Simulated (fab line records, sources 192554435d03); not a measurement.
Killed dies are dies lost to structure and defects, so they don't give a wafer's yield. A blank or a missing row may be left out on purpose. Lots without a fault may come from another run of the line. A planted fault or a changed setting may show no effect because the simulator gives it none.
fab line records | flow n5_finfet
record lots=5 wafers=14 last_day=18
route steps=1938 shown BEOL_M3@1006 BEOL_M4@1111 PASSIVATION@1936
lots that met no fault: from a run of the same line without faults
start_h: hours from the record's first day to the start of the lot's first wafer shown | wait_h: hours since the lot's step before | " the same as in the row above | L1.1+2: a row that stands for several wafers | - no value, or no start given | * or withheld: withheld | < > ~ a bound
route shown NAME@n: a module of which the file shows steps, and the number in the route of the first | usual: mean/standard deviation of fault-free wafers | same: alike in all rows | chamber/n: place in a boat | sites: the reading at each site | _std_site: their standard deviation | _edge_site: outer sites' mean less inner sites' | radius_mm: how far each site lies from the wafer's centre | mask NAME#n: copy n | behind: the tool/chamber that last shaped the wafer | hold: why the lot was held/for how many hours/how that ended | device: the transistor (n, p or np) that didn't switch | end of line: the same wafers' tests at the end of the route | a step without rows: its recipe alone | killed: dies lost to structure and defects at the first sort, not the wafer's yield | map: a wafer's dies, x killed, . not, _ none there
set.NAME: the setting as run; set.NAME@STEP: as run at that earlier step | model.NAME: the simulator's own value behind a step, which no gauge read
lots at some steps of the route; a table a step, a row a wafer
services: from which hour (start_h, from the record's first day; less than 0 if before it) a tool's chamber was out of use, for how many hours, and why
## steps
# step N5_BEOL_M3_SPUTTER_92
# recipe material=Cu target_thk_a=45 temp_c=-20 chamber_pressure_pa=0.07 power_w=withheld time_s=8.29
# usual throttle_valve_pct=30.1/0.76
# same time_s=8.29
# columns lot.wafer tool chamber start_h wait_h throttle_valve_pct
L932.1 pvd_sputter-03 - 170.62 0.1 30.6
L932.4 " - " " 29.5
L932.5 " - " " 28.8
L934.2 pvd_sputter-02 - 187.45 0.1 30.3
L934.3 " - " " 29.8
L934.6 " - " " 29.8
L943.1 pvd_sputter-03 - 258.00 0.1 29.5
L943.2 " - " " 30.5
L951.2 pvd_sputter-03 - 302.05 0.1 29.7
L951.4 " - " " 28.7
L951.5 " - " " 30.5
L950.2 pvd_sputter-02 - 308.36 0.1 30.7
L950.3 " - " " 30.0
L950.6 " - " " 29.9
# step N5_BEOL_M3_ANNEAL_93
# recipe temp_c=400 time_s=240 ambient=vacuum
# step N5_BEOL_M3_SPUTTER_94
# recipe material=Cu target_thk_a=45 temp_c=-20 chamber_pressure_pa=0.07 power_w=withheld time_s=8.29
# step N5_BEOL_M3_ANNEAL_95
# recipe temp_c=400 time_s=240 ambient=vacuum
# usual heater_power_w=827/84
# same time_s=240
# columns lot.wafer tool chamber start_h wait_h heater_power_w
L932.1 pvd_sputter-03 - 170.92 0.0 758
L932.4 " - " " 903
L932.5 " - " " 880
L934.2 pvd_sputter-02 - 187.75 0.0 807
L934.3 " - " " 823
L934.6 " - " " 977
L943.1 pvd_sputter-03 - 258.30 0.0 939
L943.2 " - " " 752
L951.2 pvd_sputter-03 - 302.35 0.0 780
L951.4 " - " " 867
L951.5 " - " " 748
L950.2 pvd_sputter-02 - 308.66 0.0 820
L950.3 " - " " 998
L950.6 " - " " 990
# step N5_BEOL_M3_SPUTTER_96
# recipe material=Cu target_thk_a=45 temp_c=-20 chamber_pressure_pa=0.07 power_w=withheld time_s=8.29
# usual throttle_valve_pct=30.1/0.77
# same time_s=8.29
# columns lot.wafer tool chamber start_h wait_h throttle_valve_pct
L932.1 pvd_sputter-03 - 171.06 0.1 30.7
L932.4 " - " " 29.1
L932.5 " - " " 28.8
L934.2 pvd_sputter-02 - 187.89 0.1 30.8
L934.3 " - " " 29.9
L934.6 " - " " 30.1
L943.1 pvd_sputter-03 - 258.44 0.1 29.4
L943.2 " - " " 30.7
L951.2 pvd_sputter-03 - 302.49 0.1 30.0
L951.4 " - " " 28.8
L951.5 " - " " 30.7
L950.2 pvd_sputter-02 - 308.80 0.1 30.8
L950.3 " - " " 29.8
L950.6 " - " " 29.9
# step N5_BEOL_M3_ECD_50
# recipe material=Cu target_thk_a=3000
# step N5_BEOL_M3_ANNEAL_51
# recipe temp_c=225 time_s=90 ambient=N2
# usual wafer_temp_C_max=226.1/0.68
# same time_s=90
# columns lot.wafer tool chamber start_h wait_h wafer_temp_C_max
L932.1 rtp_anneal-01 0 171.26 0.1 225.6
L932.4 " 0 " " 225.8
L932.5 " 0 " " 225.3
L934.2 rtp_anneal-02 0 188.13 0.1 226.0
L934.3 " 0 " " 227.1
L934.6 " 0 " " 226.4
L943.1 rtp_anneal-01 0 258.64 0.1 225.4
L943.2 " 0 " " 225.7
L951.2 rtp_anneal-02 0 302.73 0.1 227.9
L951.4 " 0 " " 226.7
L951.5 " 0 " " 227.1
L950.2 rtp_anneal-01 0 309.04 0.1 225.6
L950.3 " 0 " " 225.7
L950.6 " 0 " " 225.9
# step N5_BEOL_M3_CMP_52
# recipe stop_on=SiOC t_overpolish_s=6.8 down_force_psi=1 platen_rpm=50 clearing_platen_down_force_psi=1.5 clearing_platen_rpm=50 post_cmp_clean=cu_alkaline target_thk_nm=40 clearing_platen_pad_velocity_m_s=0.99484 pad_velocity_m_s=0.99484
# step N5_BEOL_M3_THK_MEAS_53
# recipe thk_meas_gauge=xrf reads=Cu_of_BEOL_M3_ECD_50
# usual M3_THK=40.4/1.7
# columns lot.wafer tool chamber start_h wait_h M3_THK[nm]
L932.1 film_metro-01 - 171.86 - 38.2
L932.4 " - " " 38.2
L932.5 " - " " 38.2
L934.2 film_metro-02 - 188.67 - 38.8
L934.3 " - " " 40.3
L934.6 " - " " 42.1
L943.1 film_metro-01 - 259.23 - 35.7
L943.2 " - " " 39.9
L951.2 film_metro-02 - 303.27 - 42.9
L951.4 " - " " 43.4
L951.5 " - " " 41.0
L950.2 film_metro-01 - 309.59 - 36.4
L950.3 " - " " 40.9
L950.6 " - " " 37.4
# step N5_BEOL_M3_PRE_CLEAN_60
# recipe gas=NH3/H2 time_s=15 temp_c=* rf_power_w=300
# step N5_BEOL_M3_CO_CAP_55
# recipe material=Co target_thk_a=20 temp_c=200 precursor=CCTBA/H2 pressure_torr=30 time_s=102.1
# usual heater_power_w=237/12
# same time_s=102.1
# columns lot.wafer tool chamber start_h wait_h heater_power_w
L932.1 cvd_co-02 0 171.94 0.0 218
L932.4 " 2 " " 261
L932.5 " 1 " " 230
L934.2 cvd_co-01 1 188.75 0.0 235
L934.3 " 2 " " 247
L934.6 " 1 " " 230
L943.1 cvd_co-02 2 259.31 0.0 253
L943.2 " 0 " " 217
L951.2 cvd_co-01 0 303.35 0.0 244
L951.4 " 2 " " 239
L951.5 " 1 " " 238
L950.2 cvd_co-01 2 309.66 0.0 243
L950.3 " 0 " " 241
L950.6 " 1 " " 233
# step N5_BEOL_M3_PRE_CLEAN_56
# recipe gas=NH3 time_s=15 temp_c=withheld rf_power_w=300
# step N5_BEOL_M3_DEP_57
# recipe material=SiCN target_thk_a=80 temp_c=withheld precursor=3MS/NH3 pressure_torr=3 rf_w=202 time_s=14
# usual showerhead_plenum_p_Torr=3.661/0.012 throttle_valve_pct=9.1/0.5
# columns lot.wafer tool chamber start_h wait_h showerhead_plenum_p_Torr throttle_valve_pct model.SiCN_of_BEOL_M3_DEP_57.thk_nm
L932.1 pecvd-02 0 172.06 0.0 3.662 9.6 8
L932.4 " 1 " " 3.671 9.3 8
L932.5 " 0 " " 3.658 9.7 8.4
L934.2 pecvd-02 2 188.87 0.0 3.656 8.6 7.8
L934.3 " 1 " " 3.676 9.1 8
L934.6 " 1 " " 3.677 9.4 8
L943.1 pecvd-02 0 259.42 0.0 3.660 9.6 8.4
L943.2 " 1 " " 3.678 9.4 7.8
L951.2 pecvd-04 2 303.47 0.0 3.667 8.3 7.8
L951.4 " 0 " " 3.665 9.8 7.8
L951.5 " 1 " " 3.647 9.3 8
L950.2 pecvd-04 0 309.78 0.0 3.668 9.6 8
L950.3 " 1 " " 3.645 9.1 8
L950.6 " 0 " " 3.662 9.6 8
# step N5_BEOL_M3_RS_MEAS_58
# recipe thk_meas_gauge=four-point-probe reads=Co_of_BEOL_M3_CO_CAP_55+Cu_of_BEOL_M3_ECD_50+Co_of_BEOL_M3_CVD_47+TaN_of_BEOL_M3_ALD_84
# usual M3_RS=0.67/0.035
# columns lot.wafer tool chamber start_h wait_h M3_RS[ohm/sq]
L932.1 film_metro-01 - 172.12 0.0 0.71
L932.4 " - " " 0.72
L932.5 " - " " 0.72
L934.2 film_metro-01 - 188.94 0.1 0.70
L934.3 " - " " 0.67
L934.6 " - " " 0.64
L943.1 film_metro-02 - 259.49 0.0 0.79
L943.2 " - " " 0.68
L951.2 film_metro-02 - 303.53 0.1 0.61
L951.4 " - " " 0.61
L951.5 " - " " 0.66
L950.2 film_metro-01 - 309.85 0.1 0.77
L950.3 " - " " 0.67
L950.6 " - " " 0.74
# step N5_BEOL_M4_RC_MEAS_101
# usual DIBL_N=36.2/1.6 DIBL_P=36.5/1.9 IOFF_N=0.158/0.027 IOFF_P=0.21/0.038 ION_N=675/12 ION_P=464/8.9 SS_N=71.5/0.61 SS_P=73.4/0.59 VT_N=250.4/3 VT_P=-250/3.6
# columns lot.wafer tool chamber start_h wait_h DIBL_N[mV/V] DIBL_P[mV/V] IOFF_N[nA/um] IOFF_P[nA/um] ION_N[uA/um] ION_P[uA/um] SS_N[mV/dec] SS_P[mV/dec] VT_N[mV] VT_P[mV]
L932.1 prober-02 0 185.89 0.0 33.6 32.2 0.115 0.14 648 443 71.4 72.3 255.8 -256
L932.4 " 0 " " 34.8 34.9 0.135 0.18 660 455 71.9 72.5 251.2 -254
L932.5 " 0 " " 33.9 33.5 0.119 0.16 656 445 71.4 72.9 254.5 -256
L934.2 prober-01 0 202.64 0.2 37.3 36.5 0.153 0.19 673 460 71.3 74.0 252.8 -253
L934.3 " 0 " " 37.8 37.0 0.168 0.20 680 460 71.9 74.1 250.7 -252
L934.6 " 0 " " 35.9 34.8 0.128 0.16 661 454 70.8 73.1 255.9 -253
L943.1 prober-02 0 275.09 0.0 36.0 36.8 0.154 0.21 678 461 71.9 73.5 251.5 -251
L943.2 " 0 " " 37.1 37.4 0.173 0.23 671 463 72.1 73.3 249.0 -249
L951.2 prober-01 0 313.16 0.2 37.9 38.1 0.188 0.26 677 468 72.0 73.1 250.6 -247
L951.4 " 0 " " 38.5 39.4 0.212 0.30 686 477 72.1 74.5 246.6 -245
L951.5 " 0 " " 36.0 36.8 0.159 0.24 672 469 71.3 73.4 250.9 -247
L950.2 prober-02 0 320.73 0.2 32.1 32.0 0.105 0.19 649 463 69.8 72.3 255.3 -249
L950.3 " 0 " " 34.7 35.8 0.149 0.24 675 474 71.5 73.7 248.6 -242
L950.6 " 0 " " 35.4 36.2 0.154 0.25 672 472 72.1 73.5 249.7 -245
# step N5_PASSIVATION_PROBE_49
# usual defect_limited_yield=91.3/1.7 killed_at_M0_to_M3=33/11 killed_at_M4_up=14/5.5 killed_at_contacts=13/6.5 killed_at_front_end=39/13 killed_at_other=3.4/2.9 killed_dies=103/20 killed_on_rim=14/4.3 killed_open=69/15 killed_short=32/8.1 sort_bin_5_function=5.1/1.1 sort_bin_6_memory=3.3/0.74 sort_n_pass=1077/20 sort_yield_pct=91.3/1.7
# same gross_dies=1180 killed_at_back_side=0 sort_bin_4_leakage[%]=0 sort_bin_8_speed[%]=0
# columns lot.wafer tool chamber start_h wait_h defect_limited_yield[%] killed_at_M0_to_M3 killed_at_M4_up killed_at_contacts killed_at_front_end killed_at_other killed_dies killed_on_rim killed_open killed_short sort_bin_5_function[%] sort_bin_6_memory[%] sort_n_pass sort_yield_pct[%]
L932.1 prober-01 - 305.11 0.0 88.9 52 26 14 36 3 131 19 98 33 6.5 3.9 1049 88.9
L932.4 prober-01 - 305.26 0.2 92.8 22 16 9 35 3 85 8 62 23 4.1 3.0 1095 92.8
L932.5 prober-01 - 305.31 0.2 91.9 36 15 9 29 7 96 15 59 37 3.8 3.7 1084 91.9
L934.2 prober-02 - 314.58 0.1 92.8 37 12 6 29 1 85 14 51 33 4.7 2.5 1095 92.8
L934.3 prober-02 - 314.63 0.1 93.6 19 24 4 27 1 75 7 49 25 4.2 2.0 1105 93.6
L934.6 prober-02 - 314.78 0.3 94.2 25 6 7 29 1 68 12 43 23 2.5 3.0 1112 94.2
L943.1 prober-01 - 378.14 0.0 90.7 36 14 9 49 2 110 15 72 36 4.4 4.7 1070 90.7
L943.2 prober-01 - 378.19 0.1 91.6 25 17 14 43 0 99 9 68 30 5.3 3.0 1081 91.6
L951.2 prober-02 - 429.58 0.1 93.6 33 6 4 33 0 76 7 46 29 3.6 2.5 1104 93.6
L951.4 prober-02 - 429.68 0.2 89.3 48 7 14 49 8 126 17 90 33 6.8 3.6 1054 89.3
L951.5 prober-02 - 429.73 0.2 90.0 51 11 8 45 3 118 17 74 44 5.8 3.7 1062 90.0
L950.2 prober-02 - 438.34 0.1 93.2 38 10 8 22 2 80 9 59 19 4.3 2.3 1100 93.2
L950.3 prober-02 - 438.39 0.1 91.9 32 18 7 37 2 96 10 74 18 4.4 3.1 1084 91.9
L950.6 prober-02 - 438.54 0.3 89.8 38 22 15 37 8 120 16 72 40 5.1 4.2 1060 89.8
# killed by level:class
L932.1 BEOL_M4:geometric_particle:open=15 BEOL_M0_SAQP:geometric_particle:open=14 BEOL_M3:geometric_particle:open=14 MOL_CONTACT_COAG:geometric_particle:open=11 FIN_SAQP:geometric_particle:short=8 FIN_SAQP:geometric_particle:open=7 STI_FIN_REVEAL:geometric_particle:open=6 BEOL_M0_SAQP:geometric_particle:short=6
L932.4 FIN_SAQP:geometric_particle:short=9 MOL_CONTACT_COAG:geometric_particle:open=9 FIN_SAQP:geometric_particle:open=8 BEOL_M4:geometric_particle:open=8 DUMMY_GATE:geometric_particle:open=6 BEOL_M3:geometric_particle:open=6 BEOL_M1:geometric_particle:open=6 GATE_CUT:geometric_particle:short=5
L932.5 FIN_SAQP:geometric_particle:short=12 BEOL_M3:geometric_particle:open=10 BEOL_M4:geometric_particle:open=8 MOL_CONTACT_COAG:geometric_particle:open=6 FIN_SAQP:geometric_particle:open=5 BEOL_M1:geometric_particle:open=5 BEOL_M0_SAQP:geometric_particle:open=4 BEOL_M0_SAQP:geometric_particle:short=4
L934.2 BEOL_M1:geometric_particle:open=7 BEOL_M1:geometric_particle:short=6 BEOL_M2:geometric_particle:open=6 FIN_SAQP:geometric_particle:open=5 STI_FIN_REVEAL:geometric_particle:open=5 BEOL_M3:geometric_particle:short=5 BEOL_M2:geometric_particle:short=4 BEOL_M3:geometric_particle:open=4
L934.3 BEOL_M4:geometric_particle:open=8 FIN_SAQP:geometric_particle:open=5 MOL_CONTACT_COAG:geometric_particle:open=4 GATE_CUT:geometric_particle:open=4 GATE_CUT:geometric_particle:short=4 BEOL_M3:geometric_particle:open=4 BEOL_M1:geometric_particle:short=4 STARTING-WAFER:geometric_particle:short=4
L934.6 GATE_CUT:geometric_particle:short=9 MOL_CONTACT_COAG:geometric_particle:open=6 BEOL_M3:geometric_particle:open=6 DUMMY_GATE:geometric_particle:open=5 STI_FIN_REVEAL:geometric_particle:open=4 BEOL_M0_SAQP:geometric_particle:short=4 BEOL_M1:geometric_particle:open=4 BEOL_M2:geometric_particle:open=4
L943.1 FIN_SAQP:geometric_particle:open=18 FIN_SAQP:geometric_particle:short=8 MOL_CONTACT_COAG:geometric_particle:open=8 BEOL_M3:geometric_particle:open=8 DUMMY_GATE:geometric_particle:open=6 BEOL_M4:geometric_particle:open=6 BEOL_M0_SAQP:geometric_particle:open=5 BEOL_M0_SAQP:geometric_particle:short=5
L943.2 FIN_SAQP:geometric_particle:open=18 MOL_CONTACT_COAG:geometric_particle:open=11 BEOL_M6:geometric_particle:open=6 FIN_SAQP:geometric_particle:short=5 BEOL_M3:geometric_particle:open=5 BEOL_M1:geometric_particle:open=5 BEOL_M2:geometric_particle:open=5 STI_FIN_REVEAL:geometric_particle:open=3
L951.2 STI_FIN_REVEAL:geometric_particle:open=11 BEOL_M0_SAQP:geometric_particle:short=10 BEOL_M2:geometric_particle:open=9 FIN_SAQP:geometric_particle:short=6 BEOL_M0_SAQP:geometric_particle:open=5 BEOL_M1:geometric_particle:open=5 MOL_CONTACT_COAG:geometric_particle:open=4 BEOL_M4:geometric_particle:open=4
L951.4 FIN_SAQP:geometric_particle:open=14 BEOL_M0_SAQP:geometric_particle:open=13 MOL_CONTACT_COAG:geometric_particle:open=12 STI_FIN_REVEAL:geometric_particle:open=11 BEOL_M0_SAQP:geometric_particle:short=11 FIN_SAQP:geometric_particle:short=9 BEOL_M1:geometric_particle:open=7 BEOL_M2:geometric_particle:open=7
L951.5 BEOL_M0_SAQP:geometric_particle:short=11 BEOL_M2:geometric_particle:open=11 FIN_SAQP:geometric_particle:short=9 FIN_SAQP:geometric_particle:open=9 STI_FIN_REVEAL:geometric_particle:open=7 BEOL_M0_SAQP:geometric_particle:open=7 MOL_CONTACT_COAG:geometric_particle:open=6 BEOL_M1:geometric_particle:open=6
L950.2 FIN_SAQP:geometric_particle:open=9 BEOL_M3:geometric_particle:open=9 BEOL_M0_SAQP:geometric_particle:short=8 BEOL_M1:geometric_particle:open=7 MOL_CONTACT_COAG:geometric_particle:open=6 BEOL_M4:geometric_particle:open=6 STI_FIN_REVEAL:geometric_particle:open=4 BEOL_M2:geometric_particle:open=4
L950.3 BEOL_M4:geometric_particle:open=15 BEOL_M0_SAQP:geometric_particle:open=12 FIN_SAQP:geometric_particle:open=8 BEOL_M3:geometric_particle:open=8 MOL_CONTACT_COAG:geometric_particle:open=7 GATE_CUT:geometric_particle:open=6 DUMMY_GATE:geometric_particle:open=5 BEOL_M0_SAQP:geometric_particle:short=4
L950.6 MOL_CONTACT_COAG:geometric_particle:open=12 FIN_SAQP:geometric_particle:open=7 GATE_CUT:geometric_particle:short=7 BEOL_M0_SAQP:geometric_particle:open=6 BEOL_M4:geometric_particle:open=6 HKMG_FIN:area_etch=6 DUMMY_GATE:geometric_particle:open=5 BEOL_M2:geometric_particle:short=5
## services
# columns tool chamber start_h hours kind
pvd_sputter-02 - 151.48 2.4 repair
pecvd-04 - 179.66 0.3 repair
pecvd-04 - 187.21 3.8 repair
cvd_co-02 - 194.42 2.5 repair
pecvd-04 2 202.38 - clean
pecvd-04 2 202.38 - consumable_replace:showerhead
pecvd-04 2 202.38 29.0 scheduled_down
pecvd-04 2 202.38 29.0 vent_cycle
pecvd-02 0 214.50 5.5 scheduled_down
pecvd-02 - 216.91 14.6 pm
pecvd-02 2 233.53 18.2 repair
pecvd-04 2 233.59 5.8 repair
cvd_co-02 - 238.92 2.8 pm
cvd_co-01 - 246.00 2.8 pm
pecvd-04 - 265.39 0.2 repair
pecvd-04 - 284.97 2.8 pm
pecvd-02 0 302.60 6.9 repair
## key
first_sign none at tools or gauges
model_effect step=N5_BEOL_M3_DEP_57 value=SiCN_of_BEOL_M3_DEP_57.thk_nm without=8 struck=8.4
met_at N5_BEOL_M3_DEP_57
struck_wafers L943.1
onset_between 188.87 259.42
fault kind=process_parameter_drift tool=pecvd-02 chamber=- onset_h=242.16 steps=N5_BEOL_M3_DEP_57 channel=time_s offset=* shape=step end_h=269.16 scope=struck_wafers_only acts_in=* stated=*
